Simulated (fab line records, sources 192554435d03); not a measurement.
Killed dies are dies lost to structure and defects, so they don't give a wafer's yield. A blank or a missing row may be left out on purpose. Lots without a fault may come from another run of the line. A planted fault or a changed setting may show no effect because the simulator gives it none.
Chamber matching | flow n5_finfet | N5_BEOL_M0_DEP_125 on pecvd-03: 3 sister chambers
The step deposits SiCN from 3MS/NH3, target thk 8 nm, time 14 s. 3 wafers are shown with their chamber, then 11 later ones without.

WAFERS WITH THEIR CHAMBER
wafer  | chamber | throttle_valve_pct (%)
L083.6 | 0       | 9.7
L084.5 | 1       | 8.9
L085.1 | 2       | 7.9

WAFERS WITHOUT THEIR CHAMBER
wafer  | throttle_valve_pct (%)
L085.3 | 8.8
L085.6 | 9.6
L090.1 | 8.0
L090.2 | 9.6
L090.6 | 9.6
L091.3 | 9.6
L091.4 | 9.6
L091.5 | 8.2
L093.3 | 9.4
L093.5 | 9.7
L093.6 | 8.4

WHICH CHAMBER EACH WENT THROUGH
wafer  | from the rows above     | in truth
L085.3 | 1                       | 1
L085.6 | 0                       | 0
L090.1 | 2                       | 2
L090.2 | 0                       | 0
L090.6 | 0                       | 0
L091.3 | 0                       | 0
L091.4 | 0                       | 0
L091.5 | can't be placed: 2 or 1 | 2
L093.3 | can't be placed: 0 or 1 | 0
L093.5 | 0                       | 0
L093.6 | can't be placed: 1 or 2 | 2
Placed correctly: 8 of 11. Can't be placed from these rows: 3 (the true chamber is among the candidates in 3). Placed wrongly: 0.
How it was worked out, from the rows above alone: a wafer's distance from a chamber is the root of the sum, over the readings, of the square of ((its reading less the chamber's mean) divided by the reading's scatter). The wafer belongs to the nearest chamber; if the next one is less than 2 further off, it can't be placed. A chamber's mean is the mean of its shown wafers. The scatter: with one shown wafer a chamber, the root of the mean of the squares of how far each hidden wafer lies from its nearest shown one.
